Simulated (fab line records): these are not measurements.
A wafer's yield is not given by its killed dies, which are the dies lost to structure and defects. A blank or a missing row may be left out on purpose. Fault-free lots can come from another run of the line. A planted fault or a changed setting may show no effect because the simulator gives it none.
Chamber matching | flow n5_finfet | N5_BEOL_M5_ETCH_75 on rie_diel-05 has 4 sister chambers
The step etches underlayer in N2/H2, target depth 6.5 nm, time 5.2 s. 4 wafers are shown with their chamber, then 7 later ones without.

## EACH WAFER AND ITS CHAMBER
wafer  | chamber | throttle_valve_pct (%)
L088.4 | 3       | 17.96
L092.1 | 2       | 17.83
L092.2 | 1       | 17.45
L093.5 | 0       | 18.00

## WAFERS WITHOUT THEIR CHAMBER
wafer  | throttle_valve_pct (%)
L093.6 | 17.81
L094.1 | 17.83
L094.4 | 17.84
L094.5 | 18.01
L096.1 | 18.01
L096.2 | 17.54
L096.4 | 17.82

## EACH ONE'S CHAMBER
wafer  | from the rows above     | in truth
L093.6 | 2                       | 2
L094.1 | 2                       | 2
L094.4 | 2                       | 2
L094.5 | can't be placed: 0 or 3 | 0
L096.1 | can't be placed: 0 or 3 | 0
L096.2 | 1                       | 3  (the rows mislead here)
L096.4 | 2                       | 2
Correct placement for 4 of the 7. Unplaceable from these rows: 2, with the true chamber sitting among the candidates in 2. Number placed wrongly: 1.
How it was worked out, from the rows above alone: a wafer's distance from a chamber is the root of the sum, over the readings, of the square of ((its reading less the chamber's mean) divided by the reading's scatter). If the next closest chamber is less than 2 further off than the closest, the wafer can't be placed; otherwise it belongs to the closest. The mean given for a chamber averages the wafers shown for that chamber. The scatter: with one shown wafer a chamber, the root of the mean of the squares of how far each hidden wafer lies from its nearest shown one.
